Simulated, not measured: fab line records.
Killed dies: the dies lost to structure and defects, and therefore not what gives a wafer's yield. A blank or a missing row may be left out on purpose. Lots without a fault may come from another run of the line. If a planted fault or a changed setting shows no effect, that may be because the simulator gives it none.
Matching of chambers | flow n5Finfet | N5_SD_EPI_P_ETCH_16 on rieDiel-04 has 4 sister chambers
The step etches SiO2 in CHF3/O2, target depth 5 nm. 24 wafers are shown with their chamber, then 12 later ones without.

WAFERS PAIRED WITH THEIR CHAMBERS
wafer  | chamber | throttleValvePct (%) | showerheadPlenumPTorr (Torr) | oesProductAu (a.u.)
L077.1 | 2       | 19.38                | 2.49                         | 0.68
L077.2 | 3       | 19.13                | 2.38                         | 0.70
L077.4 | 0       | 18.70                | 2.52                         | 0.77
L079.1 | 3       | 19.13                | 2.38                         | 0.70
L079.4 | 1       | 18.91                | 2.52                         | 0.76
L079.6 | 1       | 18.91                | 2.52                         | 0.76
L080.2 | 2       | 19.39                | 2.48                         | 0.67
L080.3 | 1       | 18.90                | 2.52                         | 0.76
L080.4 | 0       | 18.72                | 2.52                         | 0.77
L081.3 | 2       | 19.39                | 2.48                         | 0.68
L081.4 | 1       | 18.92                | 2.52                         | 0.76
L081.6 | 2       | 19.38                | 2.48                         | 0.69
L084.1 | 3       | 19.15                | 2.38                         | 0.69
L084.3 | 0       | 18.72                | 2.51                         | 0.77
L084.5 | 0       | 18.73                | 2.51                         | 0.75
L085.2 | 2       | 19.40                | 2.48                         | 0.68
L085.4 | 3       | 19.17                | 2.38                         | 0.69
L085.6 | 0       | 18.73                | 2.51                         | 0.76
L088.1 | 3       | 19.15                | 2.37                         | 0.69
L088.4 | 1       | 18.92                | 2.51                         | 0.76
L088.5 | 0       | 18.72                | 2.51                         | 0.75
L089.1 | 1       | 18.94                | 2.51                         | 0.74
L089.4 | 1       | 18.94                | 2.51                         | 0.75
L089.6 | 3       | 19.17                | 2.37                         | 0.69

SIGNATURES, as means of the wafers listed above
reading               | chamber 0 | chamber 1 | chamber 2 | chamber 3 | scatter within a chamber
throttleValvePct      | 18.7200   | 18.9200   | 19.3880   | 19.1500   | 0.0139
showerheadPlenumPTorr | 2.5133    | 2.5157    | 2.4820    | 2.3767    | 0.00509
oesProductAu          | 0.7617    | 0.7557    | 0.6800    | 0.6933    | 0.00771
Rule: for a wafer and a chamber, the distance is found by dividing, reading by reading, the gap between the wafer's reading and the chamber's mean by the reading's scatter, squaring, summing and taking the root. If the next closest chamber is less than 2 further off than the closest, the wafer can't be placed; otherwise it belongs to the closest. The scatter: the root of (the sum of the squares of (reading less its chamber's mean) over the shown wafers, divided by (wafers less chambers)).

WAFERS MISSING THEIR CHAMBER
wafer  | throttleValvePct (%) | showerheadPlenumPTorr (Torr) | oesProductAu (a.u.)
L090.1 | 19.19                | 2.37                         | 0.68
L090.5 | 18.95                | 2.51                         | 0.75
L090.6 | 18.76                | 2.51                         | 0.75
L091.1 | 19.01                | 2.48                         | 0.97
L091.2 | 18.74                | 2.51                         | 0.75
L091.4 | 19.19                | 2.37                         | 0.68
L094.4 | 19.20                | 2.37                         | 0.67
L094.5 | 18.96                | 2.51                         | 0.73
L094.6 | 18.77                | 2.50                         | 0.74
L097.1 | 19.05                | 2.47                         | 0.93
L097.3 | 19.20                | 2.37                         | 0.66
L097.6 | 19.20                | 2.37                         | 0.67

EACH ONE'S CHAMBER
wafer  | from the rows above | in truth
L090.1 | 3                   | 3
L090.5 | 1                   | 1
L090.6 | 0                   | 0
L091.1 | 1                   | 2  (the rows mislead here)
L091.2 | 0                   | 0
L091.4 | 3                   | 3
L094.4 | 3                   | 3
L094.5 | 1                   | 1
L094.6 | 0                   | 0
L097.1 | 1                   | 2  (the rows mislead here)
L097.3 | 3                   | 3
L097.6 | 3                   | 3
Correct placement for 10 of the 12. From these rows, 0 cannot be placed. Wrongly placed: 2.
